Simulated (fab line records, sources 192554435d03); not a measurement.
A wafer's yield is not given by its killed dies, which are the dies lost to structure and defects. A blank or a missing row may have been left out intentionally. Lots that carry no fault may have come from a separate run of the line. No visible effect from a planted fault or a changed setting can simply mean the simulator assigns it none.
Struck lot and sound lot, side by side | flow n5 finfet | 16 steps out of a route of 1938
Sound: wafers L933.3, L933.4, L933.5. Struck: wafer L934.2 (L934.1, L934.5, from the same lot, were not struck and are left out); the cause is given at the end.
Each step with rows lists, per side, the tool, then ch with its chambers, then its first start. Under that, the readings that differ: sound wafers | struck wafers | difference of the means | sigmas: that difference in standard deviations of wafers without a fault.
alike: words and numbers the same on both sides, and readings whose means are apart by under 2 such deviations; not compared: readings that were withheld, readings missing a value for some wafer, numbers with overlapping values and no deviation given by the record, and bounds like >300 which may hide the same value.
The two part at a step that has a row with sigmas, a row that says differs or no value, or rows on one side only. When numbers do not overlap yet have no deviation, they are printed without sigmas and do not part them. Lack of a reading on every wafer of one side parts them only where that side has two or more wafers.

first, 1 step without rows for these wafers: N5_BEOL_M1_DEVELOP_27 (develop time 30 s).
N5_BEOL_M1_CD_MEAS_28: target cd y 23.3 nm.
  sound on cd sem-01 ch 0, day 6 10:44; struck on cd sem-02 ch 0, day 6 11:28
  alike: cd nm
N5_BEOL_M1_OVL_MEAS_29:
  sound on overlay-02 ch 0, day 6 10:46; struck on overlay-01 ch 0, day 6 11:30
  reading     | sound       | struck | difference | sigmas
  V0_OVL (nm) | 0.6 0.7 1.8 | -0.4   | -1.4       | -2
N5_BEOL_M1_INSPECT_30: inspects for defects (brightfield).
  sound: defect inspect-01 at day 6 10:49; struck: defect inspect-01 at day 6 11:34
  alike: raw defect count
N5_BEOL_M1_DESCUM_33: chemistry O2, time 7 s.
  sound on rie diel-01 ch 1,3, day 6 10:51; struck on rie diel-06 ch 3, day 6 11:37
  alike: chamber pressure mTorr, drypump motor current A, oes product au, rf fwd power W, rf vpp V, showerhead plenum p Torr, throttle valve pct
  not compared: rf hours counter h
N5_BEOL_M1_ETCH_77: etches underlayer in N2/H2, target depth 6.5 nm, time 5.2 s.
  sound on rie diel-01 ch 1,3, day 6 10:53; struck on rie diel-06 ch 3, day 6 11:38
  alike: chamber pressure mTorr, drypump motor current A, etch rf on time s, oes product au, rf fwd power W, rf vpp V, showerhead plenum p Torr, throttle valve pct
  not compared: rf hours counter h
N5_BEOL_M1_ETCH_69: etches SiARC in CF4, target depth 15.6 nm, time 26 s.
  sound on rie diel-01 ch 1,3, day 6 10:54; struck on rie diel-06 ch 3, day 6 11:40
  alike: chamber pressure mTorr, drypump motor current A, etch rf on time s, mfc ar sccm, oes product au, rf fwd power W, rf vpp V, showerhead plenum p Torr, throttle valve pct
  not compared: rf hours counter h
N5_BEOL_M1_ALD_98: deposits SiO2, target thk 2.5 nm, pulse time 1 s, co reactant pulse time 1 s.
  sound on ald sin-04 ch 0,1,3, day 6 12:10; struck on ald sin-04 ch 1, day 6 12:16
  alike: heater power w, precursor pulse height rel, susceptor temp C
then, 1 step without rows for these wafers: N5_BEOL_M1_ETCHBACK_99 (etches SiO2 in CHF3, target depth 5 nm, time 10.4 s).
N5_BEOL_M1_ETCH_70: etches SOC in N2/H2, target depth 80 nm, overetch 16 nm, time 120 s.
  sound on rie diel-04 ch 1,2, day 6 17:17; struck on rie diel-04 ch 1, day 6 17:40
  reading            | sound             | struck | difference | sigmas
  rf fwd power W (W) | 836.1 835.5 830.3 | 841.2  | +7.2       | +3
  alike: chamber pressure mTorr, drypump motor current A, oes product au, rf vpp V, run length s, showerhead plenum p Torr, throttle valve pct
  not compared: rf hours counter h
then, 2 steps without rows for these wafers: N5_BEOL_M1_STRIP_71 (strips in N2/H2); N5_BEOL_M1_STRIP_78 (strips in N2/H2).
N5_BEOL_M1_VIA_ETCH_34: etches the open film in C4F6/O2, target depth 67.8 nm, time 64.4 s.
  sound on rie diel-04 ch 1,2, day 6 17:24; struck on rie diel-04 ch 1, day 6 17:46
  reading                                  | sound             | struck | difference | sigmas
  run length s (s)                         | 87.9 87.5 87.3    | 73.2   | -14.4      | -40
  model.etch.depth nm (nm)                 | 69.29 68.58 71.18 | 53.32  | -16.36     |
  model.SOC_of_BEOL_M1_COAT_67.thk nm (nm) | 52.2 52 51.6      | 53.6   | +1.7       |
  alike: chamber pressure mTorr, drypump motor current A, mfc ar sccm, oes product au, rf vpp V, showerhead plenum p Torr, throttle valve pct
  not compared: rf fwd power W, rf hours counter h
then, 1 step without rows for these wafers: N5_BEOL_M1_STRIP_83 (strips in C4F6/O2).
-- here the record skips 3 days between the struck wafers' starts before and after, leaving off in module BEOL_M1 and picking up in module BEOL_M4 (first step shown: number 1111 of the route) --
N5_BEOL_M4_RC_MEAS_101:
  sound on prober-02 ch 0, day 9 00:41; struck on prober-02 ch 0, day 9 16:07
  reading        | sound          | struck | difference | sigmas
  DIBL_N (mV/V)  | 38.8 35.6 37.2 | 43.4   | +6.2       | +2
  IOFF_N (nA/um) | 0.25 0.13 0.18 | 0.31   | +0.12      | +3
  IOFF_P (nA/um) | 0.24 0.16 0.22 | 0.33   | +0.12      | +2
  VT_N (mV)      | 249 256 250    | 241    | -11        | -2
  alike: DIBL_P, ION_N, ION_P, SS_N, SS_P, VT_P
next, for these wafers, 1 step has no rows: N5_PASSIVATION_PROBE_49.

## WHERE THEY PART
Last at N5_BEOL_M4_RC_MEAS_101 as far as this record goes, first at N5_BEOL_M1_OVL_MEAS_29.

WHY: whatever the simulator had introduced
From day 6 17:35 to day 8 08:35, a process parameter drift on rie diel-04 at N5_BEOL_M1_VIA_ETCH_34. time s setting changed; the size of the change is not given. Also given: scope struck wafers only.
